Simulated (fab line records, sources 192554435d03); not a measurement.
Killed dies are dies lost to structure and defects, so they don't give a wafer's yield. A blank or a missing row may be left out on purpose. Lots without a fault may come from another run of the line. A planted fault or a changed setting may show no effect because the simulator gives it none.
Problem report in the 8D (eight disciplines) form, filled by code | flow n5_finfet | the parts of the form that need people (team, actions taken, sign-off) are left out

1. THE PROBLEM
time_to_endpoint_s at N5_STI_FIN_REVEAL_CMP_04 reads a mean of 206 s on 4 wafers of 2 lots; wafers without a fault read 102 s with a standard deviation of 4.4. That is +24 standard deviations from the usual mean.
The step: polishes, stops on Si3N4, t overpolish 4 s, target thk 131.83 nm.
First seen on wafer L315.5, day 5 11:39, on cmp-04. The record holds 33 wafers of 11 lots with a number at this step. Rule for "out", or "out of limits": more than 4 standard deviations from the usual mean. The other wafers with a number count as sound.

2. WHAT IT IS AND WHAT IT IS NOT
question                    | is                             | is not
which readings at this step | time_to_endpoint_s             | head_pressure_psi, motor_current_A, retaining_ring_pressure_frac
which lots                  | L315, L318                     | L305, L307, L309, L311, L312, L313, L324, L325, L326
which wafers of those lots  | L315.5, L315.6, L318.1, L318.6 | L315.3, L318.2
read on which tools         | cmp-04                         | cmp-01, cmp-03
when                        | from day 5 11:39               | up to then (19 sound wafers); but 10 sound wafers of L318, L324, L325, L326 came after

3. SUSPECTS, AND WHAT RULES EACH OUT
Counting: a tool at a process step up to the reading stays a suspect if it ran every lot that is out. Sound lots after the first of them don't rule it out here, since some wafers of a struck lot are sound.
- rie_diel-05 at N5_FIN_CUT_STRIP_22 (strips in N2/H2): kept. It ran every lot that is out, first L315 (day 5 06:07); its last sound lot up to then is L313 (day 4 17:23).
- cmp-04 at N5_STI_FIN_REVEAL_CMP_04 (polishes, stops on Si3N4, t overpolish 4 s, target thk 131.83 nm): kept. It ran every lot that is out, first L315 (day 5 11:39); its last sound lot up to then is L313 (day 4 22:40). Its own readings are out on those wafers: time_to_endpoint_s.
Left after counting: rie_diel-05 at N5_FIN_CUT_STRIP_22, cmp-04 at N5_STI_FIN_REVEAL_CMP_04.

4. THE CAUSE (what the simulator had put in)
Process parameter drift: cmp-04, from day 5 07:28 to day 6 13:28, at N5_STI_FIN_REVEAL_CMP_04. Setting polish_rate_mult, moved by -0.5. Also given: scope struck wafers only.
Counting left 2 suspects, and this tool is among them.

5. THE CHAIN OF EFFECTS, in route order
Each row: a reading whose mean over the struck wafers that have a number lies more than 3 standard deviations from the usual. Only readings for which the record gives a usual standard deviation are gone through. hours: the time from each lot's start at the first step in this table that gives one to its start at this step, as a median over the lots. sigmas: the change in usual standard deviations.
hours | step                     | reading            | usual | on struck wafers | change | sigmas
0     | N5_STI_FIN_REVEAL_CMP_04 | time_to_endpoint_s | 102 s | 206              | +104   | +24
The process steps in it:
- N5_STI_FIN_REVEAL_CMP_04: polishes, stops on Si3N4, t overpolish 4 s, target thk 131.83 nm.

6. WHAT WOULD HAVE CAUGHT IT SOONER
In this record the first reading out of limits was taken at day 5 11:39, 4 hours after the fault began at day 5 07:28.
